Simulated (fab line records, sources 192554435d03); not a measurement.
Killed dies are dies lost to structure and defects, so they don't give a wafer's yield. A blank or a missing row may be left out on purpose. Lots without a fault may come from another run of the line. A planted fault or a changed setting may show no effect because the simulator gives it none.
Split-lot experiment | flow n5_finfet | 7 lots, 39 wafers read, on a route of 1938 steps

THE SPLIT
At N5_BEOL_M4_ETCH_70 (etches SOC in N2/H2, target depth 80 nm, overetch 24 nm, time 130 s), the setting target_depth_a was moved away from the recipe's 800 angstrom on 6 of the 39 wafers read, by -53.0% to +22.2%. The other wafers ran this setting at the recipe's value.

The reading is taken at the split's own step.

THE READING
SiARC_of_BEOL_M4_COAT_68.thk_nm (the simulator's own value, which no gauge read), in nm, at N5_BEOL_M4_ETCH_70 (etches SOC in N2/H2, target depth 80 nm, overetch 24 nm, time 130 s). The file gives no usual value for it. The 33 wafers here that ran the recipe average 5.8 nm, standard deviation 0.26 nm.

wafer  | tool, chamber at the split | target_depth_a as run, angstrom | against the recipe | SiARC_of_BEOL_M4_COAT_68.thk_nm, nm | against lot-mates on the recipe
L074.1 | rie_diel-06, 0             | 800                             | recipe             | 6.2                                 | -
L074.5 | rie_diel-06, 0             | 800                             | recipe             | 6.2                                 | -
L074.2 | rie_diel-06, 3             | 800                             | recipe             | 6.4                                 | -
L074.3 | rie_diel-06, 2             | 800                             | recipe             | 5.6                                 | -
L074.4 | rie_diel-06, 1             | 800                             | recipe             | 5.8                                 | -
L074.6 | rie_diel-06, 1             | 800                             | recipe             | 6                                   | -
L077.2 | rie_diel-01, 1             | 800                             | recipe             | 5.8                                 | -
L077.4 | rie_diel-01, 2             | 800                             | recipe             | 6.4                                 | -
L077.5 | rie_diel-01, 0             | 800                             | recipe             | 5.6                                 | -
L079.1 | rie_diel-06, 3             | 800                             | recipe             | 6.4                                 | -
L079.2 | rie_diel-06, 2             | 800                             | recipe             | 5.8                                 | -
L079.6 | rie_diel-06, 2             | 800                             | recipe             | 5.8                                 | -
L079.3 | rie_diel-06, 1             | 977.6                           | +22.2%             | 5                                   | -1.0
L079.4 | rie_diel-06, 0             | 977.6                           | +22.2%             | 5.2                                 | -0.8
L079.5 | rie_diel-06, 3             | 977.6                           | +22.2%             | 5.4                                 | -0.6
L088.1 | rie_diel-05, 2,0,2,0,3     | 800                             | recipe             | 5.8                                 | -
L088.3 | rie_diel-05, 2,0,2,0,3     | 800                             | recipe             | 5.8                                 | -
L088.4 | rie_diel-05, 2,0,2,0,3     | 800                             | recipe             | 5.8                                 | -
L088.5 | rie_diel-05, 2,0,2,0,3     | 800                             | recipe             | 5.8                                 | -
L088.6 | rie_diel-05, 2,0,2,0,3     | 800                             | recipe             | 5.8                                 | -
L088.2 | rie_diel-05, 3             | 800                             | recipe             | 5.6                                 | -
L091.1 | rie_diel-01, 3,1           | 375.7                           | -53.0%             | 8.4                                 | +2.5
L091.3 | rie_diel-01, 3,1           | 375.7                           | -53.0%             | 8.4                                 | +2.5
L091.2 | rie_diel-01, 0             | 375.7                           | -53.0%             | 8.2                                 | +2.3
L091.4 | rie_diel-01, 1,3           | 800                             | recipe             | 6                                   | -
L091.6 | rie_diel-01, 1,3           | 800                             | recipe             | 6                                   | -
L091.5 | rie_diel-01, 0             | 800                             | recipe             | 5.6                                 | -
L090.1 | rie_diel-05, 2,0           | 800                             | recipe             | 5.8                                 | -
L090.3 | rie_diel-05, 2,0           | 800                             | recipe             | 5.8                                 | -
L090.2 | rie_diel-05, 1             | 800                             | recipe             | 5.4                                 | -
L090.4 | rie_diel-05, 3,2,3         | 800                             | recipe             | 5.6                                 | -
L090.5 | rie_diel-05, 3,2,3         | 800                             | recipe             | 5.6                                 | -
L090.6 | rie_diel-05, 3,2,3         | 800                             | recipe             | 5.6                                 | -
L092.1 | rie_diel-05, 1             | 800                             | recipe             | 5.4                                 | -
L092.5 | rie_diel-05, 1             | 800                             | recipe             | 5.4                                 | -
L092.2 | rie_diel-05, 3,0,0         | 800                             | recipe             | 5.8                                 | -
L092.3 | rie_diel-05, 3,0,0         | 800                             | recipe             | 5.8                                 | -
L092.6 | rie_diel-05, 3,0,0         | 800                             | recipe             | 5.8                                 | -
L092.4 | rie_diel-05, 2             | 800                             | recipe             | 5.6                                 | -
Where a row lists several chambers, the file gives one row for several wafers and doesn't say which wafer went through which chamber.

THE FIT
A straight line over all 39 wafers: SiARC_of_BEOL_M4_COAT_68.thk_nm changes by -0.0442 nm for each +1% of target_depth_a; r = -0.93; the points scatter about the line by 0.28 nm.
The same after taking each lot's own level away (the mean of its wafers on the recipe; 39 wafers): -0.0447 nm for each +1%; r = -0.96; scatter 0.21 nm.
On that fit, the largest move of target_depth_a shifts the reading by 2.4 nm.
The lots' own levels span 5.63 to 6.03 nm, that is 1.5 times the standard deviation above.
So the lot-to-lot level changes the slope little: the two slopes agree.
Check: with one of the wafers moved furthest among these (-53.0%) left out of the fit, the line predicts +2.34 nm for it against its lot-mates. It came out at +2.53 nm against them.

OTHER SPLITS ON THESE WAFERS
These wafers also went through other splits before the reading. Each is held against what the fit with the lots' levels taken away leaves over:
other split on the same wafers             | wafers away from the commonest value | r with SiARC_of_BEOL_M4_COAT_68.thk_nm (lot level and that fit taken away)
N5_FIN_SAQP_HM_DEP_03 time_s               | 15                                   | +0.07
N5_SD_EPI_P_EPI_21 time_s                  | 15                                   | -0.05
N5_MOL_CONTACT_COAG_ALD_133 ald_cycles     | 15                                   | -0.15
N5_BEOL_M0_SAQP_SPACER2_ETCHBACK_27 time_s | 18                                   | -0.05
N5_BEOL_M2_DESCUM_16 time_s                | 15                                   | -0.06

THE FILE'S OWN FIT
SiARC_of_BEOL_M4_COAT_68.thk_nm changes by -0.0449 nm for each +1% of target_depth_a, r = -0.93.
